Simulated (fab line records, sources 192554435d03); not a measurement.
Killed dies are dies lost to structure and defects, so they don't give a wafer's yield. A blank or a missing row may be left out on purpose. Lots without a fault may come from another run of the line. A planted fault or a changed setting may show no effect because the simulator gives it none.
One fault seen from 2 desks | flow n5_finfet | each desk has only its own numbers; what lay behind them comes last

THE METROLOGY DESK
What the gauges read, lot by lot, whatever tool the lot ran on: means of the sampled wafers that have a number. A lot is out of limits, marked OUT, if its mean lies more than 4 standard deviations from the usual mean; the brackets give that distance. Of its 11 readings 7 are shown: those that lie furthest out on some lot.
Columns: A = V3_OVL at N5_BEOL_M4_OVL_MEAS_29, usual -0.1 nm; B = DIBL_N at N5_BEOL_M4_RC_MEAS_101, usual 36.2 mV/V; C = IOFF_P at N5_BEOL_M4_RC_MEAS_101, usual 0.21 nA/um; D = ION_N at N5_BEOL_M4_RC_MEAS_101, usual 674 uA/um; E = ION_P at N5_BEOL_M4_RC_MEAS_101, usual 463 uA/um; F = SS_N at N5_BEOL_M4_RC_MEAS_101, usual 71.5 mV/dec; G = VT_P at N5_BEOL_M4_RC_MEAS_101, usual -250 mV
lot  | first seen here | A    | B    | C    | D   | E   | F    | G
L328 | day 7 15:58     | 0.0  | 39.3 | 0.27 | 691 | 476 | 71.9 | -246
L331 | day 7 23:26     | 0.0  | 36.4 | 0.23 | 676 | 464 | 71.3 | -247
L334 | day 10 16:42    | 0.8  | 36.7 | 0.21 | 686 | 465 | 71.8 | -252
L336 | day 10 17:41    | 0.4  | 35.4 | 0.18 | 664 | 454 | 71.3 | -253
L339 | day 10 22:38    | -0.3 | 34.2 | 0.19 | 669 | 470 | 70.4 | -249
L341 | day 11 05:11    | -0.8 | 36.0 | 0.23 | 677 | 470 | 71.9 | -248
L342 | day 11 05:38    | -0.0 | 37.7 | 0.27 | 682 | 471 | 72.2 | -246
L344 | day 11 08:44    | -0.2 | 36.6 | 0.23 | 660 | 463 | 71.7 | -247
L335 | day 13 13:03    | -1.1 | 34.1 | 0.15 | 644 | 446 | 70.7 | -255
L351 | day 14 00:11    | 0.0  | 35.0 | 0.23 | 679 | 470 | 71.8 | -248
This desk's finding: nothing out of limits on any of the 10 lots.

THE TOOL OWNER'S DESK: ald_sin-02
The tool's own readings at N5_BEOL_M4_ALD_98 (deposits SiO2, target thk 2.5 nm, pulse time 1 s, co reactant pulse time 1 s): means of the sampled wafers that have a number, for each lot that ran on this tool. A lot is out of limits, marked OUT, if its mean lies more than 4 standard deviations from the usual mean; the brackets give that distance.
Columns: A = heater_power_w at N5_BEOL_M4_ALD_98, usual 79 W; B = precursor_pulse_height_rel at N5_BEOL_M4_ALD_98, usual 0.997
lot  | first seen here | A  | B
L334 | day 10 17:50    | 73 | 0.968
L336 | day 10 18:26    | 71 | 0.996
L339 | day 10 23:04    | 77 | 1.005
L341 | day 11 05:31    | 76 | 0.989
L342 | day 11 06:14    | 72 | 1.006
L344 | day 11 09:05    | 78 | 0.998
This desk's finding: nothing out of limits on any of the 6 lots.

PUT TOGETHER
The metrology desk saw nothing out of limits.
The tool owner's desk saw nothing out of limits.

WHAT THE SIMULATOR HAD PUT IN
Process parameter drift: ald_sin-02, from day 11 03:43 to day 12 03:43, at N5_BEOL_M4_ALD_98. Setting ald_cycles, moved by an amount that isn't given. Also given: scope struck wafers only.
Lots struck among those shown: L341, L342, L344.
